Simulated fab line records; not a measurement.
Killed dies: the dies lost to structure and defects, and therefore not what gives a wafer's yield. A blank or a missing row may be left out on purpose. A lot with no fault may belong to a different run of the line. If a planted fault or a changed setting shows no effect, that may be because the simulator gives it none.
A struck lot beside a sound one -- flow n5Finfet -- 37 out of 1938 route steps
Sound: the wafers L847.1, L847.2, L847.3. Struck: wafers L855.5, L855.6. (L855.2 of the same lot was not struck and is left out.) The cause comes at the end.
Each step with rows lists, per side, the tool, then ch with its chambers, then its first start. Under that, the readings that differ: sound wafers -- struck wafers -- difference of the means -- sigmas: that difference in standard deviations of wafers without a fault.
alike: readings with means less than 2 such deviations apart, plus words and numbers identical on both sides. not compared: withheld readings, readings lacking a value on some wafer, bounds such as >300 that could conceal the same value, and numbers that have no deviation in the record and whose values overlap.
The two part at a step that has a row with sigmas, a row that says differs or no value, or rows on one side only. Numbers that don't overlap but have no deviation are shown without sigmas and don't part them. A reading missing from all wafers of one side parts the sides only when that side holds two or more wafers.

first, 9 steps without rows for these wafers: N5_BEOL_M4_ANNEAL_95 (time 240 s); N5_BEOL_M4_SPUTTER_96 (material Cu, target thk 4.5 nm, time 8.29 s); N5_BEOL_M4_ECD_50 (material Cu, target thk 300 nm); N5_BEOL_M4_ANNEAL_51 (time 90 s); N5_BEOL_M4_CMP_52 (polishes, stops on SiOC, t overpolish 6.8 s, target thk 40 nm); N5_BEOL_M4_PRE_CLEAN_60 (time 15 s); N5_BEOL_M4_CO_CAP_55 (material Co, precursor CCTBA/H2, target thk 2 nm, time 102.1 s); N5_BEOL_M4_PRE_CLEAN_56 (time 15 s); N5_BEOL_M4_DEP_57 (deposits SiCN from 3MS/NH3, target thk 8 nm, time 14 s).
N5_BEOL_M4_RC_MEAS_101:
  sound on prober-02 ch 0, day 9 14:12; struck on prober-02 ch 0, day 11 13:58
reading,sound,struck,difference,sigmas
DIBL_P (mV/V),39.6 38.3 38.0,35.0 32.7,-4.8,-2
  alike: DIBL_N, IOFF_N, IOFF_P, ION_N, ION_P, SS_N, SS_P, VT_N, VT_P
then, 24 steps without rows for these wafers: N5_BEOL_M5_ILD_DEP_00 (deposits SiCOH lowk from DEMS/porogen, target thk 140.64 nm, time 25.9 s); N5_BEOL_M5_CURE_79 (cures SiCOH lowk, time 240 s); N5_BEOL_M5_PECVD_70 (deposits SiO2 from TEOS/O2, target thk 16 nm, time 18 s); N5_BEOL_M5_HM_DEP_02 (deposits TiN, target thk 20 nm); N5_BEOL_M5_COAT_59 (time 60 s, resist thk 60 nm); N5_BEOL_M5_COAT_60 (time 60 s, resist thk 12 nm); N5_BEOL_M5_COAT_71 (time 60 s, resist thk 5 nm); N5_BEOL_M5_COAT_05 (resist thk 30 nm); N5_BEOL_M5_EBR_07; N5_BEOL_M5_SOFTBAKE_06 (time 60 s); N5_BEOL_M5_EXPOSE_08 (exposes mask M5, target cd 28 nm); N5_BEOL_M5_PEB_09 (peb time 60 s); N5_BEOL_M5_DEVELOP_10 (develop time 30 s); N5_BEOL_M5_DESCUM_16 (chemistry O2, time 7 s); N5_BEOL_M5_ETCH_72 (etches underlayer in N2/H2, target depth 6.5 nm, time 5.2 s); N5_BEOL_M5_ETCH_61 (etches SiARC in CF4, target depth 15.6 nm, time 26 s); N5_BEOL_M5_ETCH_62 (etches SOC in N2/H2, target depth 75 nm, overetch 15 nm, time 112.5 s); N5_BEOL_M5_STRIP_63 (strips in N2/H2); N5_BEOL_M5_STRIP_73 (strips in N2/H2); N5_BEOL_M5_STRIP_64 (strips in CF4); N5_BEOL_M5_HM_OPEN_17 (chemistry Cl2/BCl3, target TiN, target depth 20 nm, overetch 6 nm); N5_BEOL_M5_STRIP_19 (strips in O2); N5_BEOL_M5_COAT_65 (time 60 s, resist thk 60 nm); N5_BEOL_M5_COAT_66 (time 60 s, resist thk 12 nm).
N5_BEOL_M8_SPUTTER_48: material Cu, target thk 10 nm, time 1.667 s.
  struck on pvdSputter-01, day 12 23:47; sound on pvdSputter-01, day 11 01:56
  alike: chamberPressurePa, chuckGasFlowSccm, chuckSensorTempC, throttleValvePct
N5_BEOL_M15_RC_MEAS_101:
  sound on prober-02 ch 0, day 12 23:49; struck on prober-02 ch 0, day 14 23:33
reading,sound,struck,difference,sigmas
SERP_M6 (ohm/um),14.8 15.1 15.0,13.3 13.5,-1.6,-2
  alike: COMB_M10, COMB_M11, COMB_M12, COMB_M13, COMB_M14, COMB_M15, COMB_M5, COMB_M6, COMB_M7, COMB_M8, COMB_M9, SERP_M10, SERP_M11, SERP_M12, SERP_M13, SERP_M14, SERP_M5, SERP_M7, SERP_M9
  not compared: SERP_M8, SERP_M8_max_site
N5_PASSIVATION_PROBE_49:
  struck on prober-02, day 15 15:11; sound on prober-02, day 13 12:44
reading,sound,struck,difference,sigmas
defectLimitedYield (%),93.0 92.8,71.4 71.1,-21.7,-14
killed_at_M4_up,12 9,264 274,+258,+51
killedDies,83 85,337 341,+255,+15
killedOnRim,13 9,59 53,+45,+10
sort_bin_5_function (%),4.0 4.2,17.8 18.7,+14.2,+15
sort_bin_6_memory (%),2.6 2.8,9.7 9.7,+7.0,+10
sortNPass,1097 1095,843 839,-255,-15
sortYieldPct (%),93.0 92.8,71.4 71.1,-21.7,-14
  alike: killed_at_M0_to_M3, killedAtContacts, killedAtFrontEnd, killedAtOther, killedOpen, killedShort

== WHERE THEY PART ==
First at N5_BEOL_M4_RC_MEAS_101; last, within this record, at N5_PASSIVATION_PROBE_49.

WHY: what had been put in by the simulator
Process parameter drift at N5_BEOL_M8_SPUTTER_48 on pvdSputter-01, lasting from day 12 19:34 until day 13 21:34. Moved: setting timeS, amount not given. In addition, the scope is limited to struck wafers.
